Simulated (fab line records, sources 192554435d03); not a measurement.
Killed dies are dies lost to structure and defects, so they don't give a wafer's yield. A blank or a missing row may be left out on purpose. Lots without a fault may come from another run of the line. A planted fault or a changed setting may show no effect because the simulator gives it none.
Split-lot experiment | flow n5_finfet | 7 lots, 21 wafers read, on a route of 1938 steps

THE SPLIT
At N5_BEOL_M0_SAQP_EXPOSE_37 (exposes mask M0 CUT1, target cd 30 nm), the setting dose_mj was moved away from the recipe's 44.75 on 7 of the 21 wafers read, by -7.3% to +2.5%. The other wafers ran this setting at the recipe's value.

FROM THE SPLIT TO THE READING: what the file shows between them, 2 steps
- N5_BEOL_M0_SAQP_PEB_38: peb time 60 s
- N5_BEOL_M0_SAQP_DEVELOP_39: develop time 30 s

THE READING
cd_nm, in nm, at N5_BEOL_M0_SAQP_CD_MEAS_40 (target cd 30 nm). Fault-free wafers of this fab line usually give 30.01 nm, standard deviation 0.26 nm.

wafer  | tool, chamber at the split | dose_mj as run | against the recipe | cd_nm, nm | against lot-mates on the recipe
L079.4 | euv_scanner-02, 0          | 42.44          | -5.2%              | 28.90     | -1.08
L079.5 | euv_scanner-02, 0          | 42.44          | -5.2%              | 28.89     | -1.09
L079.6 | euv_scanner-02, 0          | 44.75          | recipe             | 29.98     | -
L089.1 | euv_scanner-02, 0          | 44.75          | recipe             | 30.13     | -
L089.2 | euv_scanner-02, 0          | 44.75          | recipe             | 29.98     | -
L089.3 | euv_scanner-02, 0          | 44.75          | recipe             | 29.73     | -
L090.1 | euv_scanner-02, 0          | 41.48          | -7.3%              | 28.45     | -1.07
L090.2 | euv_scanner-02, 0          | 44.75          | recipe             | 29.75     | -
L090.3 | euv_scanner-02, 0          | 44.75          | recipe             | 29.28     | -
L092.1 | euv_scanner-01, 0          | 45.63          | +2.0%              | 30.55     | +0.44
L092.2 | euv_scanner-01, 0          | 44.75          | recipe             | 30.11     | -
L092.4 | euv_scanner-01, 0          | 45.63          | +2.0%              | 30.99     | +0.88
L091.2 | euv_scanner-01, 0          | 44.75          | recipe             | 29.92     | -
L091.4 | euv_scanner-01, 0          | 44.75          | recipe             | 30.10     | -
L091.6 | euv_scanner-01, 0          | 44.75          | recipe             | 29.73     | -
L093.3 | euv_scanner-02, 0          | 44.75          | recipe             | 30.06     | -
L093.5 | euv_scanner-02, 0          | 45.85          | +2.5%              | 30.82     | +0.76
L093.6 | euv_scanner-02, 0          | 45.85          | +2.5%              | 30.50     | +0.44
L095.2 | euv_scanner-01, 0          | 44.75          | recipe             | 29.79     | -
L095.3 | euv_scanner-01, 0          | 44.75          | recipe             | 29.91     | -
L095.4 | euv_scanner-01, 0          | 44.75          | recipe             | 30.11     | -

THE FIT
A straight line over all 21 wafers: cd_nm changes by +0.228 nm for each +1% of dose_mj; r = +0.92; the points scatter about the line by 0.25 nm.
The same after taking each lot's own level away (the mean of its wafers on the recipe; 21 wafers): +0.197 nm for each +1%; r = +0.93; scatter 0.2 nm.
On that fit, the largest move of dose_mj shifts the reading by 1.4 nm.
The lots' own levels span 29.515 to 30.110 nm, that is 2.3 times the standard deviation above.
So the lot-to-lot level changes the slope: the two fits differ.
Check: with one of the wafers moved furthest among these (-7.3%) left out of the fit, the line predicts -1.64 nm for it against its lot-mates. It came out at -1.07 nm against them.

OTHER SPLITS ON THESE WAFERS
These wafers also went through other splits before the reading. Each is held against what the fit with the lots' levels taken away leaves over:
other split on the same wafers          | wafers away from the commonest value | r with cd_nm (lot level and that fit taken away)
N5_SD_ACTIVATION_LSA_01 temp_c          | 3                                    | -0.02
N5_HKMG_FIN_COAT_43 spin_rpm            | 7                                    | +0.21
N5_HKMG_FIN_ETCH_55 bias_w              | 6                                    | -0.23
N5_HKMG_FIN_ETCH_35 source_w            | 6                                    | -0.16
N5_GATE_CUT_ALD_22 ald_cycles           | 5                                    | +0.45
N5_MOL_CONTACT_COAG_COAT_75 spin_rpm    | 13                                   | -0.10
N5_MOL_CONTACT_COAG_COAT_76 spin_rpm    | 6                                    | -0.02
N5_MOL_CONTACT_COAG_ALD_133 ald_cycles  | 9                                    | +0.25
N5_MOL_CONTACT_COAG_VIA_ETCH_117 bias_w | 5                                    | -0.34

THE WHOLE CHAIN: every reading that the file lists as answering this split, in the file's order
step                       | what it does           | reading                                                             | change (the file's fit)               | r (the file's)
N5_BEOL_M0_SAQP_CD_MEAS_40 | target cd 30 nm        | cd_nm                                                               | +0.179 nm for each +1% of the setting | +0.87
N5_BEOL_M0_SAQP_DESCUM_45  | chemistry O2, time 7 s | BEOL_M0_SAQP.cd_nm (the simulator's own value, which no gauge read) | +0.209 nm for each +1% of the setting | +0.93

THE FILE'S OWN FIT
cd_nm changes by +0.179 nm for each +1% of dose_mj, r = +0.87.
